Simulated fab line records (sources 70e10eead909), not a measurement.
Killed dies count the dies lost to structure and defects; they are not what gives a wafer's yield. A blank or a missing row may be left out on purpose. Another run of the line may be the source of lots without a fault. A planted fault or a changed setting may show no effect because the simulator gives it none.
Comparing a struck lot with a sound one    flow nand-harc    15 out of 1302 route steps
Sound: these wafers, L577.1, L577.2, L577.4. Struck: wafer L580.4. (L580.5 of the same lot was not struck and is left out.) The cause comes at the end.
At each step with rows: each side's tool, then ch and its chambers, then its first start. Under that, the readings that differ: sound wafers    struck wafers    difference of the means    sigmas: that difference in standard deviations of wafers without a fault.
alike: readings with means less than 2 such deviations apart, plus words and numbers identical on both sides. not compared: withheld readings, readings lacking a value on some wafer, bounds such as >300 that could conceal the same value, and numbers that have no deviation in the record and whose values overlap.
Wherever a step has rows on one side only, a row that says differs or no value, or a row with sigmas, the two part there. Non-overlapping numbers with no deviation appear without sigmas and do not part them. A reading that every wafer of one side lacks parts them only if that side has two wafers or more.

first, 5 steps without rows for these wafers: NHARC_A_CHANNEL_HOLE_D2_SOFTBAKE_05 (time 55 s); NHARC_A_CHANNEL_HOLE_D2_EBR_06; NHARC_A_CHANNEL_HOLE_D2_EXPOSE_07 (exposes mask HOLE D2, target cd 100 nm); NHARC_A_CHANNEL_HOLE_D2_PEB_08 (peb time 65 s); NHARC_A_CHANNEL_HOLE_D2_DEVELOP_09 (develop time 35 s).
NHARC_A_CHANNEL_HOLE_D2_CD_MEAS_10 targets a cd of 100 nm.
  sound on cd-sem-03 ch 0, day 15 09:46; struck on cd-sem-01 ch 0, day 16 13:14
  alike: cd-nm
NHARC_A_CHANNEL_HOLE_D2_OVL_MEAS_11:
  sound: overlay-01 at day 15 09:52; struck: overlay-02 at day 16 13:19
reading            sound        struck  difference  sigmas
overlay-y-nm (nm)  1.2 1.4 0.8  -0.8    -1.9        -2
  alike: overlay-x-nm
NHARC_A_CHANNEL_HOLE_D2_INSPECT_12:
  sound: defect-inspect-01 at day 15 09:53; struck: defect-inspect-02 at day 16 13:21
  alike: raw-defect-count
NHARC_A_CHANNEL_HOLE_D2_DESCUM_15: chemistry O2, time 3 s.
  sound on rie-diel-03 ch 0,2,3, day 15 09:57; struck on rie-diel-03 ch 3, day 16 13:25
reading                 sound        struck  difference  sigmas
rf-hours-counter-h (h)  2.2 2.1 2.3  4.3     +2.1        
  alike: drypump-motor-current-A, mfc-ar-sccm, oes-product-au, rf-vpp-V, showerhead-plenum-p-Torr, throttle-valve-pct
NHARC_A_CHANNEL_HOLE_D2_ETCH_38: etches the open film in CF4, target depth 39 nm, time 65 s.
  sound on rie-diel-03 ch 0,1,3, day 15 10:03; struck on rie-diel-03 ch 1, day 16 13:29
reading                 sound        struck  difference  sigmas
rf-hours-counter-h (h)  2.3 2.3 2.1  4.2     +2.0        
  alike: drypump-motor-current-A, mfc-ar-sccm, oes-product-au, rf-vpp-V, run-length-s, showerhead-plenum-p-Torr, throttle-valve-pct
NHARC_A_CHANNEL_HOLE_D2_ETCH_39: etches the open film in N2/H2, target depth 260 nm, time 325 s.
  sound: rie-diel-03 ch 0,1,2; struck: rie-diel-03 ch 0
reading                 sound        struck  difference  sigmas
rf-hours-counter-h (h)  2.4 2.3 2.4  4.6     +2.2        
  alike: drypump-motor-current-A, mfc-ar-sccm, oes-product-au, rf-vpp-V, run-length-s, showerhead-plenum-p-Torr, throttle-valve-pct
NHARC_A_CHANNEL_HOLE_D2_ETCH_34: etches the open film in CF4/CHF3, target depth 154 nm, time 77 s.
  sound: rie-diel-03 ch 0,2,3; struck: rie-diel-03 ch 0
reading                 sound              struck  difference  sigmas
oes-product-au (a.u.)   0.928 0.953 0.962  0.997   +0.049      +2
rf-hours-counter-h (h)  2.3 2.4 2.4        4.8     +2.4        
  alike: drypump-motor-current-A, mfc-ar-sccm, rf-vpp-V, run-length-s, showerhead-plenum-p-Torr, throttle-valve-pct
NHARC_A_CHANNEL_HOLE_D2_ETCH_16: etches the open film in O2/COS, target depth 3100 nm, time 806 s.
  sound on rie-diel-03 ch 0,1,3, day 15 10:29; struck on rie-diel-03 ch 1, day 16 13:56
reading                 sound              struck  difference  sigmas
rf-hours-counter-h (h)  2.4 2.6 2.6        4.4     +1.9        
run-length-s (s)        826.8 826.7 827.3  633.3   -193.6      -99 or more
  alike: drypump-motor-current-A, mfc-ar-sccm, oes-product-au, rf-vpp-V, showerhead-plenum-p-Torr, throttle-valve-pct
NHARC_A_CHANNEL_HOLE_D2_CD_MEAS_18:
  sound: cd-sem-02 at day 15 11:04; struck: cd-sem-03 at day 16 14:31
  alike: cd-nm
-- jump in the record: it breaks off in module A_CHANNEL_HOLE_D2 and resumes in module END (first step shown: number 1302 of the route), and 11 days separate the struck wafers' starts before and after --
NHARC_END_SORT_01:
  at this point the record logs the struck wafers (prober-01 ch 0, day 27 23:55) and has no rows for the sound ones

== WHERE THEY PART ==
Last at NHARC_END_SORT_01 as far as this record goes, first at NHARC_A_CHANNEL_HOLE_D2_OVL_MEAS_11.

WHY: what had been put in by the simulator
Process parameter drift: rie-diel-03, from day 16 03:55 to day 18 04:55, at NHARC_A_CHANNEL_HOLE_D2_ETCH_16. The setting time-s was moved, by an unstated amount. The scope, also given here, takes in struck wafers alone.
